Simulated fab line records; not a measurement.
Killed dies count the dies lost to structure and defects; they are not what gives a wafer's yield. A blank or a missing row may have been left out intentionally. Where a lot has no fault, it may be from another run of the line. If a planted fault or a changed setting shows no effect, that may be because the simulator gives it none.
Matching of chambers ; flow nand-harc ; 4 sister chambers for NHARC_A_DECK1_JOINT_ETCHBACK_07 on rie-si-05
The step etches the open film in HBr, target depth 105 nm, time 26.9 s. 4 wafers are shown with their chamber, then 12 later ones without.

== WAFERS PAIRED WITH THEIR CHAMBERS ==
wafer;chamber;drypump-motor-current-A (A)
L085.1;1;5.7
L085.6;0;5.7
L086.2;3;5.2
L086.5;2;6.2

== WAFERS WITHOUT THEIR CHAMBER ==
wafer;drypump-motor-current-A (A)
L091.1;5.7
L091.4;5.7
L091.5;6.2
L093.2;5.6
L093.4;5.7
L093.5;5.7
L096.4;5.7
L096.5;6.2
L096.6;5.2
L097.3;5.2
L097.4;5.7
L097.5;5.7

== WHICH CHAMBER EACH ONE RAN IN ==
wafer;from the rows above;in truth
L091.1;can't be placed: 0 or 1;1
L091.4;can't be placed: 0 or 1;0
L091.5;2;2
L093.2;can't be placed: 0 or 1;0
L093.4;can't be placed: 0 or 1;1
L093.5;can't be placed: 0 or 1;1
L096.4;can't be placed: 0 or 1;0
L096.5;2;2
L096.6;3;3
L097.3;3;3
L097.4;can't be placed: 0 or 1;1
L097.5;can't be placed: 0 or 1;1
Correct placement for 4 of the 12. From these rows, 8 cannot be placed; in 8 the true chamber is one of the candidates. 0 placed wrongly.
How it was worked out, from the rows above alone: a wafer's distance from a chamber is the root of the sum, over the readings, of the square of ((its reading less the chamber's mean) divided by the reading's scatter). If the next closest chamber is less than 2 further off than the closest, the wafer can't be placed; otherwise it belongs to the closest. For every chamber, the mean is computed from those of its wafers that are shown. The scatter: with one shown wafer a chamber, the root of the mean of the squares of how far each hidden wafer lies from its nearest shown one.
